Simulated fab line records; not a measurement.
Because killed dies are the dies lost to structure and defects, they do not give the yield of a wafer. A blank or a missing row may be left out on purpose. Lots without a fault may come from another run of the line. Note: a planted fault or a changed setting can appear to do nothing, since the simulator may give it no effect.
Matching of chambers :: flow n5Finfet :: 4 sister chambers for N5_FIN_CUT_CUT_ETCH_26 on rieDiel-06
The step etches SiNx in CH3F/O2, target depth 39 nm, time 55.7 s. 18 wafers are shown with their chamber, then 9 later ones without.

WAFERS PAIRED WITH THEIR CHAMBERS
wafer: L075.1
chamber: 1
showerheadPlenumPTorr (Torr): 1.93
drypumpMotorCurrentA (A): 5.6
throttleValvePct (%): 16.29

wafer: L075.2
chamber: 0
showerheadPlenumPTorr (Torr): 1.97
drypumpMotorCurrentA (A): 4.9
throttleValvePct (%): 16.44

wafer: L075.6
chamber: 3
showerheadPlenumPTorr (Torr): 1.93
drypumpMotorCurrentA (A): 5.4
throttleValvePct (%): 16.62

wafer: L076.3
chamber: 1
showerheadPlenumPTorr (Torr): 1.93
drypumpMotorCurrentA (A): 5.7
throttleValvePct (%): 16.29

wafer: L076.4
chamber: 3
showerheadPlenumPTorr (Torr): 1.93
drypumpMotorCurrentA (A): 5.3
throttleValvePct (%): 16.64

wafer: L076.6
chamber: 3
showerheadPlenumPTorr (Torr): 1.93
drypumpMotorCurrentA (A): 5.3
throttleValvePct (%): 16.63

wafer: L080.2
chamber: 2
showerheadPlenumPTorr (Torr): 2.08
drypumpMotorCurrentA (A): 5.2
throttleValvePct (%): 16.36

wafer: L080.4
chamber: 1
showerheadPlenumPTorr (Torr): 1.93
drypumpMotorCurrentA (A): 5.7
throttleValvePct (%): 16.32

wafer: L080.5
chamber: 2
showerheadPlenumPTorr (Torr): 2.08
drypumpMotorCurrentA (A): 5.2
throttleValvePct (%): 16.38

wafer: L083.2
chamber: 1
showerheadPlenumPTorr (Torr): 1.93
drypumpMotorCurrentA (A): 5.6
throttleValvePct (%): 16.33

wafer: L083.3
chamber: 3
showerheadPlenumPTorr (Torr): 1.93
drypumpMotorCurrentA (A): 5.4
throttleValvePct (%): 16.64

wafer: L083.6
chamber: 2
showerheadPlenumPTorr (Torr): 2.08
drypumpMotorCurrentA (A): 5.2
throttleValvePct (%): 16.37

wafer: L086.2
chamber: 3
showerheadPlenumPTorr (Torr): 1.92
drypumpMotorCurrentA (A): 5.4
throttleValvePct (%): 16.65

wafer: L086.4
chamber: 1
showerheadPlenumPTorr (Torr): 1.93
drypumpMotorCurrentA (A): 5.6
throttleValvePct (%): 16.34

wafer: L086.5
chamber: 3
showerheadPlenumPTorr (Torr): 1.92
drypumpMotorCurrentA (A): 5.4
throttleValvePct (%): 16.67

wafer: L087.1
chamber: 3
showerheadPlenumPTorr (Torr): 1.92
drypumpMotorCurrentA (A): 5.3
throttleValvePct (%): 16.68

wafer: L087.2
chamber: 2
showerheadPlenumPTorr (Torr): 2.07
drypumpMotorCurrentA (A): 5.2
throttleValvePct (%): 16.41

wafer: L087.5
chamber: 2
showerheadPlenumPTorr (Torr): 2.07
drypumpMotorCurrentA (A): 5.2
throttleValvePct (%): 16.40

SIGNATURES (averages over the wafers above)
reading: showerheadPlenumPTorr
chamber 0: 1.9700
chamber 1: 1.9300
chamber 2: 2.0760
chamber 3: 1.9257
scatter within a chamber: 0.00456

reading: drypumpMotorCurrentA
chamber 0: 4.900
chamber 1: 5.640
chamber 2: 5.200
chamber 3: 5.357
scatter within a chamber: 0.0456

reading: throttleValvePct
chamber 0: 16.4400
chamber 1: 16.3140
chamber 2: 16.3840
chamber 3: 16.6471
scatter within a chamber: 0.0217
Rule: for a wafer and a chamber, the distance is found by dividing, reading by reading, the gap between the wafer's reading and the chamber's mean by the reading's scatter, squaring, summing and taking the root. The wafer belongs to the nearest chamber; if the next one is less than 2 further off, it can't be placed. The scatter is the square root of a quotient: the sum, over the shown wafers, of each reading's squared deviation from its chamber's mean, divided by wafers minus chambers.

WAFERS MISSING THEIR CHAMBER
wafer: L089.2
showerheadPlenumPTorr (Torr): 1.92
drypumpMotorCurrentA (A): 5.4
throttleValvePct (%): 16.69

wafer: L089.3
showerheadPlenumPTorr (Torr): 2.07
drypumpMotorCurrentA (A): 5.2
throttleValvePct (%): 16.43

wafer: L089.5
showerheadPlenumPTorr (Torr): 1.92
drypumpMotorCurrentA (A): 5.4
throttleValvePct (%): 16.69

wafer: L091.2
showerheadPlenumPTorr (Torr): 1.92
drypumpMotorCurrentA (A): 5.7
throttleValvePct (%): 16.37

wafer: L091.5
showerheadPlenumPTorr (Torr): 1.92
drypumpMotorCurrentA (A): 5.7
throttleValvePct (%): 16.36

wafer: L091.6
showerheadPlenumPTorr (Torr): 2.07
drypumpMotorCurrentA (A): 5.2
throttleValvePct (%): 16.42

wafer: L096.2
showerheadPlenumPTorr (Torr): 1.92
drypumpMotorCurrentA (A): 5.3
throttleValvePct (%): 16.70

wafer: L096.5
showerheadPlenumPTorr (Torr): 2.07
drypumpMotorCurrentA (A): 5.2
throttleValvePct (%): 16.43

wafer: L096.6
showerheadPlenumPTorr (Torr): 1.92
drypumpMotorCurrentA (A): 5.4
throttleValvePct (%): 16.72

WHICH CHAMBER EACH ONE RAN IN
wafer: L089.2
from the rows above: 3
in truth: 3

wafer: L089.3
from the rows above: 2
in truth: 2

wafer: L089.5
from the rows above: 3
in truth: 3

wafer: L091.2
from the rows above: 1
in truth: 1

wafer: L091.5
from the rows above: 1
in truth: 1

wafer: L091.6
from the rows above: 2
in truth: 2

wafer: L096.2
from the rows above: 3
in truth: 3

wafer: L096.5
from the rows above: 2
in truth: 2

wafer: L096.6
from the rows above: 3
in truth: 3
9 of 9 placed correctly. From these rows, 0 cannot be placed. 0 placed wrongly.
